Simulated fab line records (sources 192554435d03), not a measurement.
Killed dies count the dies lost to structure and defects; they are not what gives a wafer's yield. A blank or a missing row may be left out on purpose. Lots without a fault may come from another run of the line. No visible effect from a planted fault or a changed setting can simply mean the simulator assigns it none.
Matching of chambers + flow n5_finfet + N5_BEOL_M3_ETCH_64 on rie_diel-02 has 4 sister chambers
The step etches SOC in N2/H2, target depth 75 nm, overetch 15 nm, time 112.5 s. 4 wafers are shown with their chamber, then 9 later ones without.

## WAFERS, EACH WITH ITS CHAMBER
| wafer  | chamber | drypump_motor_current_A (A) |
|--------|---------|-----------------------------|
| L090.3 | 0       | 6.5                         |
| L091.1 | 2       | 5.1                         |
| L091.2 | 1       | 5.6                         |
| L091.6 | 3       | 5.0                         |

## WAFERS WITH NO CHAMBER GIVEN
| wafer  | drypump_motor_current_A (A) |
|--------|-----------------------------|
| L093.2 | 5.1                         |
| L093.5 | 6.5                         |
| L093.6 | 4.9                         |
| L096.1 | 5.1                         |
| L096.2 | 5.0                         |
| L096.5 | 5.1                         |
| L097.1 | 4.9                         |
| L097.2 | 5.6                         |
| L097.5 | 6.6                         |

## EACH ONE'S CHAMBER
| wafer  | from the rows above     | in truth |
|--------|-------------------------|----------|
| L093.2 | can't be placed: 2 or 3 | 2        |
| L093.5 | 0                       | 0        |
| L093.6 | can't be placed: 3 or 2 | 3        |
| L096.1 | can't be placed: 2 or 3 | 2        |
| L096.2 | can't be placed: 3 or 2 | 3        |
| L096.5 | can't be placed: 2 or 3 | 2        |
| L097.1 | can't be placed: 3 or 2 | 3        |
| L097.2 | 1                       | 1        |
| L097.5 | 0                       | 0        |
Correctly placed: 3 of 9. Can't be placed from these rows: 6 (the true chamber is among the candidates in 6). 0 placed wrongly.
How it was worked out, from the rows above alone: a wafer's distance from a chamber is the root of the sum, over the readings, of the square of ((its reading less the chamber's mean) divided by the reading's scatter). If the next closest chamber is less than 2 further off than the closest, the wafer can't be placed; otherwise it belongs to the closest. The mean given for a chamber averages the wafers shown for that chamber. The scatter: with one shown wafer a chamber, the root of the mean of the squares of how far each hidden wafer lies from its nearest shown one.
